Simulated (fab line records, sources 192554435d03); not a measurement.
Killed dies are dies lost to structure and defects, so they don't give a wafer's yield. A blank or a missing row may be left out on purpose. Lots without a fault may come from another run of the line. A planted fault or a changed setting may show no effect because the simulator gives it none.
A struck lot beside a sound one | flow n5_finfet | 18 steps out of a route of 1938
Sound: wafers L183.1, L183.4, L183.5. Struck: wafers L195.1, L195.5. (L195.2 of the same lot was not struck and is left out.) The cause comes at the end.
At each step with rows: each side's tool, then ch and its chambers, then its first start. Under that, the readings that differ: sound wafers | struck wafers | difference of the means | sigmas: that difference in standard deviations of wafers without a fault.
alike: readings whose means differ by less than 2 such deviations, and words and numbers that are the same on both sides. not compared: withheld readings, readings that some wafer has no value for, bounds like >300 that may hide the same value, and numbers for which the record gives no deviation and whose values overlap.
The two part at a step that has a row with sigmas, a row that says differs or no value, or rows on one side only. Numbers that don't overlap but have no deviation are shown without sigmas and don't part them. A reading that every wafer of one side lacks parts them only if that side has two wafers or more.

first, 6 steps without rows for these wafers: N5_BEOL_M7_COAT_22 (resist thk 30 nm); N5_BEOL_M7_EBR_24; N5_BEOL_M7_SOFTBAKE_23 (time 60 s); N5_BEOL_M7_EXPOSE_25 (exposes mask V6, target cd 40 nm); N5_BEOL_M7_PEB_26 (peb time 60 s); N5_BEOL_M7_DEVELOP_27 (develop time 30 s).
N5_BEOL_M7_CD_MEAS_28: target cd 40 nm.
  sound on cd_sem-03 ch 0, day 9 10:56; struck on cd_sem-02 ch 0, day 13 08:42
  alike: cd_nm
N5_BEOL_M7_OVL_MEAS_29:
  sound on overlay-01 ch 0, day 9 10:58; struck on overlay-02 ch 0, day 13 08:44
  alike: V6_OVL
N5_BEOL_M7_INSPECT_30: inspects for defects (brightfield).
  sound on defect_inspect-02, day 9 11:02; struck on defect_inspect-01, day 13 08:47
  alike: raw_defect_count
N5_BEOL_M7_DESCUM_33: chemistry O2, time 7 s.
  sound on rie_diel-03 ch 0,2, day 9 11:22; struck on rie_diel-01 ch 0,1, day 13 08:49
  alike: drypump_motor_current_A, oes_product_au, rf_fwd_power_W, rf_vpp_V, showerhead_plenum_p_Torr, throttle_valve_pct
  not compared: rf_hours_counter_h
N5_BEOL_M7_ETCH_72: etches underlayer in N2/H2, target depth 6.5 nm, time 5.2 s.
  sound on rie_diel-03 ch 0,2, day 9 11:24; struck on rie_diel-01 ch 0,1, day 13 08:51
  alike: drypump_motor_current_A, etch_rf_on_time_s, oes_product_au, rf_fwd_power_W, rf_vpp_V, showerhead_plenum_p_Torr, throttle_valve_pct
  not compared: rf_hours_counter_h
N5_BEOL_M7_ETCH_65: etches SiARC in CF4, target depth 15.6 nm, time 26 s.
  sound on rie_diel-03 ch 0,2, day 9 11:25; struck on rie_diel-01 ch 0,1, day 13 08:52
  alike: drypump_motor_current_A, etch_rf_on_time_s, oes_product_au, rf_fwd_power_W, rf_vpp_V, showerhead_plenum_p_Torr, throttle_valve_pct
  not compared: rf_hours_counter_h
N5_BEOL_M7_ETCH_66: etches SOC in N2/H2, target depth 80 nm, overetch 16 nm, time 120 s.
  sound on rie_diel-03 ch 0,2, day 9 11:27; struck on rie_diel-01 ch 0,1, day 13 08:54
  reading                                    | sound        | struck    | difference | sigmas
  model.SiARC_of_BEOL_M7_COAT_64.thk_nm (nm) | 6.6 6.6 6.6  | 3.4 3     | -3.4       |
  model.BEOL_M7.cd_nm (nm)                   | 40 39.2 39.4 | 41.4 41.4 | +1.9       |
  alike: drypump_motor_current_A, oes_product_au, rf_fwd_power_W, rf_vpp_V, showerhead_plenum_p_Torr, throttle_valve_pct
  not compared: rf_hours_counter_h
then, 2 steps without rows for these wafers: N5_BEOL_M7_STRIP_69 (strips in N2/H2); N5_BEOL_M7_STRIP_73 (strips in N2/H2).
N5_BEOL_M7_VIA_ETCH_34: etches SiCOH lowk in C4F6/O2, target depth 125.5 nm, time 50.5 s.
  sound on rie_diel-03 ch 0,2, day 9 11:33; struck on rie_diel-01 ch 0,1, day 13 09:00
  reading                  | sound          | struck    | difference | sigmas
  model.BEOL_M7.cd_nm (nm) | 39.8 39.2 39.2 | 41.4 41.2 | +1.9       |
  alike: C4F6_flow_sccm, drypump_motor_current_A, oes_f_703_au, oes_product_au, rf_fwd_power_W, rf_vpp_V, showerhead_plenum_p_Torr, throttle_valve_pct
  not compared: rf_hours_counter_h
then, 2 steps without rows for these wafers: N5_BEOL_M7_STRIP_76 (strips in C4F6/O2); N5_PASSIVATION_PROBE_49.

WHERE THEY PART
Nowhere in this record.

WHY: what the simulator had put in
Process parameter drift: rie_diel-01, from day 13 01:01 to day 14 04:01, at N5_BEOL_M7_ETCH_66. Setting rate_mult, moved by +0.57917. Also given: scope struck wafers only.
